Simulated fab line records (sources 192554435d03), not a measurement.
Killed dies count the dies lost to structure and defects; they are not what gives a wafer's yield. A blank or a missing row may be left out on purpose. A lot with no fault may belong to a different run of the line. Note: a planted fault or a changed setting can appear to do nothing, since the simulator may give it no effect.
Chamber matching	flow n5_finfet	4 sister chambers for N5_MIM_BOT_LITHO_DESCUM_10 on rie_diel-01
The step chemistry O2, time 7.9 s. 4 wafers are shown with their chamber, then 10 later ones without.

WAFERS PAIRED WITH THEIR CHAMBERS
wafer	chamber	drypump_motor_current_A (A)
L079.2	2	5.6
L086.5	0	5.6
L087.5	1	5.6
L089.5	3	4.8

WAFERS WITHOUT THEIR CHAMBER
wafer	drypump_motor_current_A (A)
L089.6	5.6
L094.2	5.6
L094.3	4.8
L094.4	5.7
L093.1	5.5
L093.4	4.8
L093.5	5.6
L097.2	5.6
L097.4	5.6
L097.5	5.7

WHICH CHAMBER EACH WENT THROUGH
wafer	from the rows above	in truth
L089.6	can't be placed: 0 or 1 or 2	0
L094.2	can't be placed: 0 or 1 or 2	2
L094.3	3	3
L094.4	can't be placed: 0 or 1 or 2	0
L093.1	can't be placed: 0 or 1 or 2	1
L093.4	3	3
L093.5	can't be placed: 0 or 1 or 2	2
L097.2	can't be placed: 0 or 1 or 2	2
L097.4	can't be placed: 0 or 1 or 2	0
L097.5	can't be placed: 0 or 1 or 2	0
Correct placement for 2 of the 10. Not placeable from these rows: 8 (in 8, the candidates include the true chamber). Number placed wrongly: 0.
How it was worked out, from the rows above alone: a wafer's distance from a chamber is the root of the sum, over the readings, of the square of ((its reading less the chamber's mean) divided by the reading's scatter). If the next closest chamber is less than 2 further off than the closest, the wafer can't be placed; otherwise it belongs to the closest. For every chamber, the mean is computed from those of its wafers that are shown. The scatter: with one shown wafer a chamber, the root of the mean of the squares of how far each hidden wafer lies from its nearest shown one.
